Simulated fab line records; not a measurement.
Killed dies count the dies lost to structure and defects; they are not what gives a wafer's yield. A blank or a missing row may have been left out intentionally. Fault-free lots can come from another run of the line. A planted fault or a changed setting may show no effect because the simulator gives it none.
fab line records -- flow nand_harc
[record] lots = 12, wafers = 36, last_day = 33
route steps=1302 shown A_SGD_CUT@902 A_SLIT@922 END@1302
lots that met no fault: taken from a fault-free run of the same line
start_h: the number of hours between the record's first day and the start of the first shown wafer of the lot -- wait_h: hours elapsed since this lot's preceding step -- " as in the row above -- L1.1+2: several wafers, shown together as one row -- - no value present, or no start provided -- * or withheld: withheld -- < > ~ a bound
route shown NAME@n: NAME is a module with steps in the file, n the number in the route of the first one -- usual: average and standard deviation across the fault-free wafers -- same: alike in all rows -- chamber/n: place in a boat -- sites: per-site readings -- _std_site: how widely they spread, as a standard deviation -- _edge_site: the outer-site mean with the inner-site mean subtracted -- radius_mm: for every site, how far away it sits from the centre of the wafer -- mask NAME#n: copy n -- behind: the most recent tool/chamber to have shaped the wafer -- hold: why the lot went on hold/how many hours it stayed there/how the hold came to an end -- device: whichever transistor did not switch (one of n, p or np) -- end of line: the route-end tests of the same wafers -- where a step has no rows: the recipe by itself -- killed: dies lost to structure and defects at the first sort, not the wafer's yield -- map: the dies of a wafer, with x for killed, . for not killed, _ for no die there
set.NAME: the setting that was run; set.NAME@STEP: the one run at that earlier step -- model.NAME: the simulator's own value behind a step, which no gauge read
the route's steps for a sample of lots (tables are steps, rows are wafers)
services: from which hour (start_h, from the record's first day; less than 0 if before it) a tool's chamber was out of use, for how many hours, and why
[[steps]]
[step NHARC_A_SGD_CUT_OVL_MEAS_10]
[usual] overlay_x_nm = 0.3/0.93, overlay_y_nm = 0.0/0.84
lot.wafer,tool,chamber,start_h,wait_h,overlay_x_nm,overlay_y_nm
L868.2,overlay-01,-,440.61,-,-1.2,0.0
L868.4,overlay-01,-,440.61,-,-1.0,0.5
L868.6,overlay-01,-,440.61,-,-1.1,0.1
L867.1,overlay-01,-,447.57,-,0.3,0.4
L867.3,overlay-01,-,447.57,-,-0.3,0.2
L867.6,overlay-01,-,447.57,-,0.7,0.6
L869.4,overlay-02,-,448.58,-,0.1,0.2
L869.5,overlay-02,-,448.58,-,0.3,1.3
L869.6,overlay-02,-,448.58,-,0.3,0.5
L870.1,overlay-02,-,471.76,-,1.4,-0.3
L870.5,overlay-02,-,471.76,-,1.6,-0.3
L870.6,overlay-02,-,471.76,-,1.2,-0.2
L872.1,overlay-02,-,490.26,-,1.5,-0.3
L872.3,overlay-02,-,490.26,-,1.7,-0.9
L872.5,overlay-02,-,490.26,-,1.4,0.0
L880.1,overlay-01,-,563.21,-,0.6,0.1
L880.5,overlay-01,-,563.21,-,-0.3,-0.1
L880.6,overlay-01,-,563.21,-,0.2,-0.4
L882.2,overlay-01,-,575.18,-,1.1,-0.3
L882.4,overlay-01,-,575.18,-,0.7,-0.2
L882.5,overlay-01,-,575.18,-,1.3,-0.2
L881.1,overlay-01,-,575.56,-,0.6,0.0
L881.3,overlay-01,-,575.56,-,0.7,0.2
L881.4,overlay-01,-,575.56,-,-0.1,0.0
L883.2,overlay-01,-,613.50,-,-1.0,-0.9
L883.3,overlay-01,-,613.50,-,-0.7,-0.6
L883.6,overlay-01,-,613.50,-,-0.9,-0.8
L888.3,overlay-01,-,658.12,-,0.4,1.2
L888.4,overlay-01,-,658.12,-,0.6,1.3
L888.5,overlay-01,-,658.12,-,0.7,1.0
L889.2,overlay-01,-,658.45,-,0.8,0.3
L889.3,overlay-01,-,658.45,-,0.5,0.1
L889.5,overlay-01,-,658.45,-,1.4,0.4
L890.2,overlay-02,-,670.01,-,1.1,0.1
L890.3,overlay-02,-,670.01,-,1.7,-0.1
L890.5,overlay-02,-,670.01,-,1.2,0.1
[step NHARC_A_SGD_CUT_ETCH_16]
[recipe] target_depth_a = 3105, time_s = 155.2, c4f8_flow_sccm = withheld, o2_flow_sccm = 8, ar_flow_sccm = withheld, rf_w = 600, bias_w = 800, chemistry = C4F8/O2/Ar
[usual] oes_product_au = 0.975/0.018, rf_vpp_V = 724/3.7
lot.wafer,tool,chamber,start_h,wait_h,oes_product_au,rf_hours_counter_h,rf_vpp_V
L868.2,rie_diel-08,3,-,-,0.977,4.1,719
L868.4,rie_diel-08,0,-,-,0.980,3.4,721
L868.6,rie_diel-08,1,-,-,0.985,-,719
L867.3,rie_diel-08,0,-,-,0.980,3.8,720
L867.1,rie_diel-08,2,-,-,0.987,4.7,730
L867.6,rie_diel-08,1,-,-,0.988,-,718
L869.4,rie_diel-11,2,-,-,0.986,0.3,730
L869.5,rie_diel-11,2,-,-,0.990,-,727
L869.6,rie_diel-11,3,-,-,1.012,-,726
L870.1,rie_diel-01,1,-,-,0.984,3.8,724
L870.5,rie_diel-01,0,-,-,0.952,-,723
L870.6,rie_diel-01,1,-,-,0.979,-,726
L872.3,rie_diel-08,0,-,-,1.005,7.1,721
L872.1,rie_diel-08,3,-,-,0.990,7.5,720
L872.5,rie_diel-08,0,-,-,1.004,-,722
L880.1,rie_diel-08,2,-,-,0.944,0.6,730
L880.5,rie_diel-08,2,-,-,0.954,-,732
L880.6,rie_diel-08,3,-,-,0.982,-,719
L882.2,rie_diel-11,2,-,-,0.984,11.6,728
L882.4,rie_diel-11,3,-,-,1.006,10.5,725
L882.5,rie_diel-11,1,-,-,0.989,-,723
L881.4,rie_diel-01,0,-,-,0.968,0.9,722
L881.1,rie_diel-01,1,-,-,0.975,0.7,726
L881.3,rie_diel-01,3,-,-,0.988,0.8,729
L883.2,rie_diel-08,0,-,-,0.981,3.4,722
L883.3,rie_diel-08,3,-,-,0.976,3.4,719
L883.6,rie_diel-08,0,-,-,0.980,-,721
L888.3,rie_diel-01,0,-,-,0.945,4.1,722
L888.4,rie_diel-01,1,-,-,1.006,4.0,724
L888.5,rie_diel-01,3,-,-,0.971,-,728
L889.3,rie_diel-11,0,-,-,0.983,4.7,719
L889.2,rie_diel-11,3,-,-,0.996,4.5,724
L889.5,rie_diel-11,1,-,-,0.981,-,721
L890.3,rie_diel-11,1,-,-,0.939,5.2,722
L890.2,rie_diel-11,3,-,-,0.966,5.1,724
L890.5,rie_diel-11,0,-,-,0.963,-,719
[step NHARC_A_SGD_CUT_ETCHBACK_24]
[recipe] target_depth_a = 500, over_etch_frac = 0.3, time_s = 92.857, ion_energy_ev = 120, ch3f_flow_sccm = 50, o2_flow_sccm = 30, ar_flow_sccm = 200, rf_w = 500, bias_w = 100, chemistry = CH3F/O2
[usual] drypump_motor_current_A = 5.7/0.33, oes_product_au = 0.97/0.037, rf_vpp_V = 244.4/1.6, showerhead_plenum_p_Torr = 2.48/0.088, throttle_valve_pct = 20.664/0.0092
lot.wafer,tool,chamber,start_h,wait_h,drypump_motor_current_A,oes_product_au,rf_hours_counter_h,rf_vpp_V,showerhead_plenum_p_Torr,throttle_valve_pct
L868.2,rie_diel-01,3,447.09,0.1,6.0,0.96,2.7,246.8,2.62,20.661
L868.4,rie_diel-01,1,447.09,0.1,5.4,1.01,2.6,246.2,2.51,20.676
L868.6,rie_diel-01,3,447.09,0.1,6.0,0.97,-,246.5,2.62,20.678
L867.1,rie_diel-08,2,454.04,0.1,5.8,0.93,5.0,246.7,2.64,20.667
L867.3,rie_diel-08,0,454.04,0.1,5.5,0.94,4.1,243.1,2.41,20.671
L867.6,rie_diel-08,2,454.04,0.1,5.8,0.94,-,246.0,2.64,20.669
L869.4,rie_diel-11,2,454.07,0.2,5.3,0.95,0.8,245.8,2.60,20.664
L869.5,rie_diel-11,0,454.07,0.2,5.3,0.91,-,243.2,2.39,20.665
L869.6,rie_diel-11,1,454.07,0.2,6.3,0.94,-,243.2,2.44,20.673
L870.1,rie_diel-01,1,478.52,0.2,5.4,0.94,4.0,245.5,2.51,20.677
L870.5,rie_diel-01,3,478.52,0.2,6.0,0.92,-,246.3,2.62,20.666
L870.6,rie_diel-01,0,478.52,0.2,6.0,0.92,-,244.6,2.43,20.653
L872.3,rie_diel-11,0,499.32,0.1,5.4,0.99,4.3,242.4,2.39,20.663
L872.1,rie_diel-11,1,499.32,0.1,6.3,1.01,4.5,244.9,2.44,20.676
L872.5,rie_diel-11,0,499.32,0.1,5.4,0.99,-,243.8,2.39,20.673
L880.1,rie_diel-01,2,570.60,0.2,5.6,0.98,0.0,244.5,2.44,20.646
L880.6,rie_diel-01,1,570.60,0.2,5.4,1.01,-,244.7,2.51,20.657
L880.5,rie_diel-01,2,570.60,0.2,5.6,0.98,-,244.5,2.44,20.672
L882.2,rie_diel-11,2,581.52,0.1,5.4,0.94,12.3,245.9,2.59,20.652
L882.4,rie_diel-11,1,581.52,0.1,6.3,0.93,12.4,242.7,2.44,20.669
L882.5,rie_diel-11,3,581.52,0.1,6.1,0.95,-,243.8,2.50,20.666
L881.1,rie_diel-08,0,581.52,0.1,5.5,0.99,1.9,243.9,2.41,20.681
L881.4,rie_diel-08,1,581.52,0.1,5.7,0.96,1.8,242.0,2.36,20.666
L881.3,rie_diel-08,2,581.52,0.1,5.8,0.93,1.5,248.8,2.64,20.653
L883.3,rie_diel-01,2,622.28,0.2,5.6,0.94,2.6,245.6,2.44,20.652
L883.2,rie_diel-01,0,622.28,0.2,6.0,0.94,2.7,242.4,2.43,20.666
L883.6,rie_diel-01,2,622.28,0.2,5.6,0.94,-,244.1,2.44,20.673
L888.3,rie_diel-11,3,664.57,0.1,6.2,1.02,4.7,244.6,2.49,20.654
L888.4,rie_diel-11,2,664.57,0.1,5.4,1.00,4.7,246.1,2.59,20.645
L888.5,rie_diel-11,0,664.57,0.1,5.4,1.02,-,243.2,2.38,20.666
L889.3,rie_diel-08,2,664.69,0.1,5.8,0.99,6.4,247.3,2.63,20.659
L889.2,rie_diel-08,1,664.69,0.1,5.7,1.01,6.3,244.0,2.36,20.657
L889.5,rie_diel-08,3,664.69,0.1,5.6,1.01,-,242.1,2.36,20.659
L890.3,rie_diel-01,0,675.95,0.2,6.0,0.97,5.3,244.3,2.43,20.659
L890.2,rie_diel-01,1,675.95,0.2,5.4,1.02,5.0,244.4,2.50,20.662
L890.5,rie_diel-01,3,675.95,0.2,6.0,1.00,-,245.1,2.61,20.673
[step NHARC_A_SLIT_DEP_25]
[recipe] target_thk_a = 2000, temp_c = 400, pressure_torr = 6.5, rf_w = 900, teos_flow_sccm = 161.4, flow_sccm = 2650, target_thk_nm = 200, gas = O2, material = SiO2
[usual] heater_power_outer_w = 320/75, heater_power_w = 573/110, rf_fwd_power_W = 897.6/2.8, throttle_valve_pct = 15.6/0.73
lot.wafer,tool,chamber,start_h,wait_h,heater_power_outer_w,heater_power_w,rf_fwd_power_W,throttle_valve_pct
L868.2,pecvd-03,2,447.44,0.1,358,627,897.1,16.3
L868.4,pecvd-03,1,447.44,0.1,363,612,898.2,16.2
L868.6,pecvd-03,0,447.44,0.1,313,534,901.5,16.0
L867.3,pecvd-02,2,454.38,0.1,203,425,894.3,14.5
L867.1,pecvd-02,1,454.38,0.1,351,650,899.7,15.1
L867.6,pecvd-02,2,454.38,0.1,218,429,896.4,14.1
L869.6,pecvd-03,1,454.46,0.2,411,701,897.0,16.2
L869.4,pecvd-03,2,454.46,0.2,262,486,897.9,16.3
L869.5,pecvd-03,0,454.46,0.2,366,626,901.4,16.2
L870.1,pecvd-04,2,478.88,0.1,406,644,894.7,16.4
L870.5,pecvd-04,1,478.88,0.1,211,410,896.9,15.6
L870.6,pecvd-04,2,478.88,0.1,411,641,897.2,16.0
L872.3,pecvd-02,2,499.63,0.1,292,532,903.9,14.5
L872.1,pecvd-02,0,499.63,0.1,277,490,897.7,15.3
L872.5,pecvd-02,2,499.63,0.1,187,401,897.9,14.5
L880.1,pecvd-02,2,570.97,0.1,169,373,1043.4,14.7
L880.5,pecvd-02,1,570.97,0.1,424,752,1042.4,15.5
L880.6,pecvd-02,2,570.97,0.1,179,389,1039.7,14.7
L881.1,pecvd-02,1,581.83,0.1,412,708,1040.0,15.6
L881.3,pecvd-02,1,581.83,0.1,420,736,1043.1,15.4
L881.4,pecvd-02,1,581.83,0.1,424,759,1041.0,15.3
L882.2,pecvd-03,2,581.90,0.1,314,564,893.3,16.2
L882.4,pecvd-03,0,581.90,0.1,335,589,894.2,16.5
L882.5,pecvd-03,2,581.90,0.1,306,583,899.0,16.0
L883.2,pecvd-03,2,622.64,0.1,233,466,899.3,16.1
L883.3,pecvd-03,0,622.64,0.1,349,608,902.6,16.3
L883.6,pecvd-03,2,622.64,0.1,244,484,895.3,16.0
L888.3,pecvd-04,1,664.96,0.1,301,524,898.0,14.9
L888.4,pecvd-04,0,664.96,0.1,232,454,896.2,16.8
L888.5,pecvd-04,1,664.96,0.1,191,397,894.7,14.9
L889.2,pecvd-02,2,665.00,0.1,261,492,897.7,14.8
L889.3,pecvd-02,0,665.00,0.1,285,523,895.5,15.2
L889.5,pecvd-02,0,665.00,0.1,300,525,897.9,15.2
L890.3,pecvd-02,0,676.46,0.3,233,441,898.9,15.1
L890.2,pecvd-02,2,676.46,0.3,303,545,896.8,14.8
L890.5,pecvd-02,1,676.46,0.3,462,820,897.5,15.0
[step NHARC_END_SORT_01]
[recipe] temp_c = 25
[usual] killed_at_array = 59/20, killed_at_other = 0.8/1.1, killed_at_periphery = 5/3.1, killed_dies = 64/21, killed_open = 3.4/1.9, killed_short = 2.3/1.7
[same] gross_dies = 677
lot.wafer,tool,chamber,start_h,wait_h,killed_at_array,killed_at_other,killed_at_periphery,killed_dies,killed_open,killed_short
L880.1,prober-01,0,689.54,2.5,59,0,2,61,1,2
L880.5,prober-01,0,692.75,3.7,72,0,13,85,2,6
L880.6,prober-01,0,693.55,4.0,72,0,9,81,3,3
// killed by level:class
L880.1 A_SLIT:chamber_film_flake=20 A_CHANNEL_HOLE_D2:chamber_film_flake=19 A_CHANNEL_HOLE_D1:chamber_film_flake=4 A_CONTACT:chamber_film_flake=4 A_WL_FILL:geometric_particle:short=2 P_CONTACT:chamber_film_flake=2 A_STAIRCASE:chamber_film_flake=2 A_SGD_CUT:chamber_film_flake=2
L880.5 A_SLIT:chamber_film_flake=26 A_CHANNEL_HOLE_D2:chamber_film_flake=20 P_CONTACT:chamber_film_flake=7 A_CHANNEL_HOLE_D1:chamber_film_flake=7 A_SGD_CUT:chamber_film_flake=6 P_BONDPAD:chamber_film_flake=4 A_CHANNEL_FILL_D1:geometric_particle:short=2 A_STAIRCASE:chamber_film_flake=2
L880.6 A_SLIT:chamber_film_flake=39 A_CHANNEL_HOLE_D2:chamber_film_flake=13 A_CHANNEL_HOLE_D1:chamber_film_flake=6 P_CONTACT:chamber_film_flake=4 A_SGD_CUT:chamber_film_flake=3 P_BONDPAD:chamber_film_flake=2 P_GATE:chamber_film_flake=2 A_STAIRCASE:chamber_film_flake=2
[[services]]
tool,chamber,start_h,hours,kind
rie_diel-08,0,425.81,-,clean
rie_diel-11,-,432.52,9.0,pm
rie_diel-11,3,447.01,1.8,repair
pecvd-04,-,450.16,13.0,pm
rie_diel-08,1,450.58,12.8,repair
pecvd-03,0,485.10,21.7,repair
rie_diel-11,3,500.99,14.3,repair
rie_diel-08,-,545.12,9.0,pm
pecvd-03,-,547.00,13.0,pm
pecvd-04,2,554.84,16.2,repair
rie_diel-01,-,557.93,9.0,pm
pecvd-02,0,579.84,6.1,repair
rie_diel-01,1,586.07,6.8,repair
pecvd-02,-,589.41,13.0,pm
rie_diel-11,-,609.83,9.0,pm
pecvd-03,-,611.32,0.8,repair
rie_diel-01,3,616.09,7.3,repair
pecvd-04,-,631.16,13.0,pm
pecvd-02,1,640.90,2.6,repair
rie_diel-08,2,643.10,1.5,repair
pecvd-03,-,648.83,1.2,repair
pecvd-04,-,649.80,0.6,repair
pecvd-02,0,659.15,5.8,repair
pecvd-02,-,673.99,1.5,repair
[[key]]
[first_sign] step = NHARC_A_SLIT_DEP_25, reading = rf_fwd_power_W, direction = up, sigmas = 52, usual = *, struck = *
effect none on later readings
met_at NHARC_A_SLIT_DEP_25
struck_lots L880,L881
tester_left_out L880,L881
not_acting_at NHARC_A_SGD_CUT_OVL_MEAS_10,NHARC_A_SGD_CUT_ETCH_16,NHARC_A_SGD_CUT_ETCHBACK_24
onset_between 499.63 570.97
[fault] kind = process_parameter_drift, tool = pecvd-02, chamber = -, onset_h = 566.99, steps = NHARC_A_SLIT_DEP_25, channel = rf_w, offset = *, shape = step, end_h = 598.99, acts_in = *, stated = *
// tester_left_out: of these lots the tester's yield and bins aren't shown, on N5 and GAA mostly nor the transistor test; their killed dies are dies lost to structure and defects alone, not to doping, threshold or leakage, so they don't give the yield
